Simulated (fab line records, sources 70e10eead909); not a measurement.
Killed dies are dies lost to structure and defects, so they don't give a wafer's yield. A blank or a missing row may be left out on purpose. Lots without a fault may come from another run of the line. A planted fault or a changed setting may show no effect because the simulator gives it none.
A struck lot beside a sound one | flow nand_harc | 42 steps out of a route of 1159
Sound: wafers L358.2, L358.3, L358.6. Struck: wafers L369.2, L369.3, L369.5. The cause comes at the end.
At each step with rows: each side's tool, then ch and its chambers, then its first start. Under that, the readings that differ: sound wafers | struck wafers | difference of the means | sigmas: that difference in standard deviations of wafers without a fault.
alike: readings whose means differ by less than 2 such deviations, and words and numbers that are the same on both sides. not compared: withheld readings, readings that some wafer has no value for, bounds like >300 that may hide the same value, and numbers for which the record gives no deviation and whose values overlap.
The two part at a step that has a row with sigmas, a row that says differs or no value, or rows on one side only. Numbers that don't overlap but have no deviation are shown without sigmas and don't part them. A reading that every wafer of one side lacks parts them only if that side has two wafers or more.

first, 8 steps without rows for these wafers: NHARC_A_CONTACT_ETCH_75 (etches the open film in CF4, target depth 39 nm, time 65 s); NHARC_A_CONTACT_ETCH_76 (etches the open film in N2/H2, target depth 260 nm, time 475.3 s); NHARC_A_CONTACT_ETCH_77 (etches the open film in CF4/CHF3, target depth 72.6 nm, time 36.3 s); NHARC_A_CONTACT_ETCH_78 (etches the open film in O2/COS, target depth 2800 nm, time 728 s); NHARC_A_CONTACT_ETCH_124 (etches the open film in C4F8/O2/Ar, time 140 s, target depth 700 nm); NHARC_A_CONTACT_ETCH_125 (etches the open film in C4F8/O2/Ar, time 155 s, target depth 956 nm); NHARC_A_CONTACT_ETCH_126 (etches the open film in C4F8/O2/Ar, time 155 s, target depth 956 nm); NHARC_A_CONTACT_ETCH_127 (etches the open film in C4F8/O2/Ar, time 155 s, target depth 956 nm).
NHARC_A_CONTACT_ETCH_128: etches the open film in C4F8/O2/Ar, time 155 s, target depth 956 nm.
  sound on har_cap_etch-02 ch 1, day 18 18:50; struck on har_cap_etch-03 ch 0,1, day 22 06:28
  not compared: rf_hours_counter_h
then, 3 steps without rows for these wafers: NHARC_A_CONTACT_ETCH_129 (etches the open film in C4F8/O2/Ar, time 155 s, target depth 956 nm); NHARC_A_CONTACT_ETCH_130 (etches the open film in C4F8/O2/Ar, time 155 s, target depth 956 nm); NHARC_A_CONTACT_ETCH_131 (etches the open film in C4F8/O2/Ar, time 155 s, target depth 956 nm).
NHARC_A_CONTACT_ETCH_132: etches the open film in C4F8/O2/Ar, time 156 s, target depth 958 nm.
  sound on har_cap_etch-02 ch 1, day 18 19:24; struck on har_cap_etch-03 ch 0,1, day 22 07:02
  not compared: rf_hours_counter_h
then, 3 steps without rows for these wafers: NHARC_A_CONTACT_ETCH_133 (etches the open film in C4F8/O2/Ar, time 195 s, target depth 840 nm); NHARC_A_CONTACT_ETCH_91 (etches the open film in CH3F/O2, target depth 40 nm, time 85.7 s); NHARC_A_CONTACT_ETCH_97 (etches the open film in C4F6/O2, target depth 20 nm, time 10 s).
NHARC_A_CONTACT_CD_MEAS_80:
  sound on cd_sem-01, day 18 20:20; struck on cd_sem-02, day 22 07:56
  alike: cd_nm
then, 3 steps without rows for these wafers: NHARC_A_CONTACT_STRIP_103 (strips in N2/H2); NHARC_A_CONTACT_STRIP_104 (strips in CF4/CHF3); NHARC_A_CONTACT_STRIP_105 (strips in O2/COS).
NHARC_A_CONTACT_ETCH_106: etches the open film in CF4/O2, target depth 60 nm, overetch 6 nm, time 33 s.
  sound on rie_diel-11 ch 0,1,2, day 18 20:38; struck on rie_diel-11 ch 0,1,3, day 22 08:19
  reading               | sound             | struck            | difference | sigmas
  oes_product_au (a.u.) | 1.027 1.028 1.023 | 1.004 1.008 1.003 | -0.021     | -2
  alike: drypump_motor_current_A, mfc_ar_sccm, oes_ar_750_au, oes_f_703_au, rf_vpp_V, showerhead_plenum_p_Torr, throttle_valve_pct
  not compared: rf_hours_counter_h
then, 14 steps without rows for these wafers: NHARC_A_CONTACT_STRIP_82 (strips in O2); NHARC_A_CONTACT_STRIP_83 (strips in post etch residue remover, time 600 s); NHARC_A_CONTACT_DEP_84 (deposits aC, target thk 2000 nm); NHARC_A_CONTACT_DEP_85 (deposits SiON, target thk 50 nm); NHARC_A_CONTACT_DEHYDRATE_00 (time 120 s); NHARC_A_CONTACT_HMDS_01 (time 30 s); NHARC_A_CONTACT_COAT_86 (time 75 s); NHARC_A_CONTACT_COAT_87 (time 65 s); NHARC_A_CONTACT_COAT_02 (resist thk 90 nm); NHARC_A_CONTACT_SOFTBAKE_03 (time 55 s); NHARC_A_CONTACT_EBR_04; NHARC_A_CONTACT_EXPOSE_05 (exposes mask A CC); NHARC_A_CONTACT_PEB_06 (peb time 65 s); NHARC_A_CONTACT_DEVELOP_07 (develop time 35 s).
NHARC_A_CONTACT_CD_MEAS_08: target cd 100 nm.
  sound on cd_sem-02 ch 0, day 18 23:59; struck on cd_sem-01 ch 0, day 22 11:02
  alike: cd_nm
NHARC_A_CONTACT_OVL_MEAS_09:
  sound on overlay-02, day 19 00:04; struck on overlay-02, day 22 11:08
  alike: overlay_x_nm, overlay_y_nm
NHARC_A_CONTACT_DESCUM_13: chemistry O2, time 3 s.
  sound on rie_diel-11 ch 1,2, day 19 00:10; struck on rie_diel-11 ch 0,1,3, day 22 11:16
  alike: drypump_motor_current_A, mfc_ar_sccm, oes_product_au, rf_vpp_V, showerhead_plenum_p_Torr, throttle_valve_pct
  not compared: rf_hours_counter_h
NHARC_A_CONTACT_ETCH_88: etches the open film in CF4, target depth 39 nm, time 65 s.
  sound on rie_diel-11 ch 0,1, day 19 00:16; struck on rie_diel-11 ch 0,1, day 22 11:21
  alike: drypump_motor_current_A, mfc_ar_sccm, oes_product_au, rf_vpp_V, showerhead_plenum_p_Torr, throttle_valve_pct
  not compared: rf_hours_counter_h
NHARC_A_CONTACT_ETCH_89: etches the open film in N2/H2, target depth 260 nm, time 475.3 s.
  sound on rie_diel-11 ch 0,1,2; struck on rie_diel-11 ch 0,1,3
  alike: drypump_motor_current_A, mfc_ar_sccm, oes_product_au, rf_vpp_V, showerhead_plenum_p_Torr, throttle_valve_pct
  not compared: rf_hours_counter_h
then, 1 step without rows for these wafers: NHARC_A_CONTACT_ETCH_30 (etches the open film in CF4/CHF3, target depth 60.5 nm, time 30.2 s).
-- the record jumps here: 2 days lie between the struck wafers' starts before and after (it left off in module A_CONTACT and takes up again in module END, whose first step shown is number 1159 of the route) --
NHARC_END_SORT_01:
  the record has rows for the struck wafers here (prober-01 ch 0, day 24 21:04) and none for the sound ones

WHERE THEY PART
First at NHARC_A_CONTACT_ETCH_106; last, within this record, at NHARC_END_SORT_01.

WHY: what the simulator had put in
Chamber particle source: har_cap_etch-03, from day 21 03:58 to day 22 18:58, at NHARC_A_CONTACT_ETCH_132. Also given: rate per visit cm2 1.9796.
